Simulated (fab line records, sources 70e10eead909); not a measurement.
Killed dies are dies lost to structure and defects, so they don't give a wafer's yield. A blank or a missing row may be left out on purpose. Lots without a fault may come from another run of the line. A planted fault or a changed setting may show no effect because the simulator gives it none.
A struck lot beside a sound one | flow nand_harc | 14 steps out of a route of 1302
Sound: wafers L325.1, L325.3, L325.5. Struck: wafers L330.1, L330.2, L330.4. The cause comes at the end.
At each step with rows: each side's tool, then ch and its chambers, then its first start. Under that, the readings that differ: sound wafers | struck wafers | difference of the means | sigmas: that difference in standard deviations of wafers without a fault.
alike: readings whose means differ by less than 2 such deviations, and words and numbers that are the same on both sides. not compared: withheld readings, readings that some wafer has no value for, bounds like >300 that may hide the same value, and numbers for which the record gives no deviation and whose values overlap.
The two part at a step that has a row with sigmas, a row that says differs or no value, or rows on one side only. Numbers that don't overlap but have no deviation are shown without sigmas and don't part them. A reading that every wafer of one side lacks parts them only if that side has two wafers or more.

first, 3 steps without rows for these wafers: NHARC_A_CONTACT_EXPOSE_39 (exposes mask A CC 3); NHARC_A_CONTACT_PEB_40 (peb time 65 s); NHARC_A_CONTACT_DEVELOP_41 (develop time 35 s).
NHARC_A_CONTACT_CD_MEAS_42: target cd 300 nm.
  sound on cd_sem-03 ch 0, day 22 14:56; struck on cd_sem-01 ch 0, day 25 06:40
  alike: cd_nm
NHARC_A_CONTACT_OVL_MEAS_43:
  sound on overlay-02, day 22 15:01; struck on overlay-01, day 25 06:45
  alike: overlay_x_nm, overlay_y_nm
NHARC_A_CONTACT_INSPECT_44:
  sound on defect_inspect-02, day 22 15:03; struck on defect_inspect-02, day 25 06:47
  alike: raw_defect_count
NHARC_A_CONTACT_DESCUM_47: chemistry O2, time 3 s.
  sound on rie_diel-09 ch 0,1,2, day 22 15:10; struck on rie_diel-09 ch 0,1,3, day 25 06:51
  alike: drypump_motor_current_A, oes_product_au, rf_vpp_V, showerhead_plenum_p_Torr, throttle_valve_pct
  not compared: rf_hours_counter_h
then, 2 steps without rows for these wafers: NHARC_A_CONTACT_ETCH_48 (etches the open film in CF4, target depth 39 nm, time 65 s); NHARC_A_CONTACT_ETCH_49 (etches the open film in N2/H2, target depth 260 nm, time 475.3 s).
NHARC_A_CONTACT_ETCH_50: etches the open film in CF4/CHF3, target depth 121 nm, time 60.5 s.
  sound on rie_diel-09 ch 0,2; struck on rie_diel-09 ch 0,1,3
  alike: bias_w, cf4_flow_sccm, drypump_motor_current_A, oes_product_au, rf_vpp_V, showerhead_plenum_p_Torr, throttle_valve_pct
  not compared: rf_hours_counter_h
NHARC_A_CONTACT_ETCH_51: etches the open film in O2/COS, target depth 7000 nm, time 1820 s.
  sound on rie_diel-09 ch 0,1,3; struck on rie_diel-09 ch 0,1,3
  alike: bias_w, chamber_pressure_mTorr, drypump_motor_current_A, oes_product_au, rf_vpp_V, showerhead_plenum_p_Torr, throttle_valve_pct
  not compared: rf_hours_counter_h
NHARC_A_CONTACT_ETCH_111: etches the open film in C4F8/O2/Ar, time 140 s, target depth 700 nm.
  sound on har_cap_etch-02 ch 0,1, day 22 17:26; struck on har_cap_etch-03 ch 0,1, day 25 08:41
  alike: chamber_pressure_mTorr, oes_air_line_au
  not compared: rf_hours_counter_h
NHARC_A_CONTACT_ETCH_112: etches the open film in C4F8/O2/Ar, time 190 s, target depth 1850 nm.
  sound on har_cap_etch-02 ch 0,1, day 22 17:38; struck on har_cap_etch-03 ch 0,1, day 25 08:53
  no value came back on the struck wafers for chamber_pressure_mTorr (mTorr), oes_air_line_au (a.u.), time_s (s); on the sound wafers chamber_pressure_mTorr (mTorr) reads 20.020 19.996 20.013
  not compared: rf_hours_counter_h
NHARC_A_CONTACT_ETCH_113: etches the open film in C4F8/O2/Ar, time 190 s, target depth 1850 nm.
  sound on har_cap_etch-02 ch 0,1, day 22 17:48; struck on har_cap_etch-03 ch 0,1, day 25 09:04
  alike: chamber_pressure_mTorr, oes_air_line_au
  not compared: rf_hours_counter_h

WHERE THEY PART
Only at NHARC_A_CONTACT_ETCH_112, within this record. Later steps at which nothing parts them and some readings are alike: NHARC_A_CONTACT_ETCH_113.

WHY: what the simulator had put in
Skipped step whole: har_cap_etch-03, from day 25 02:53 on, at NHARC_A_CONTACT_ETCH_112. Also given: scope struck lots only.
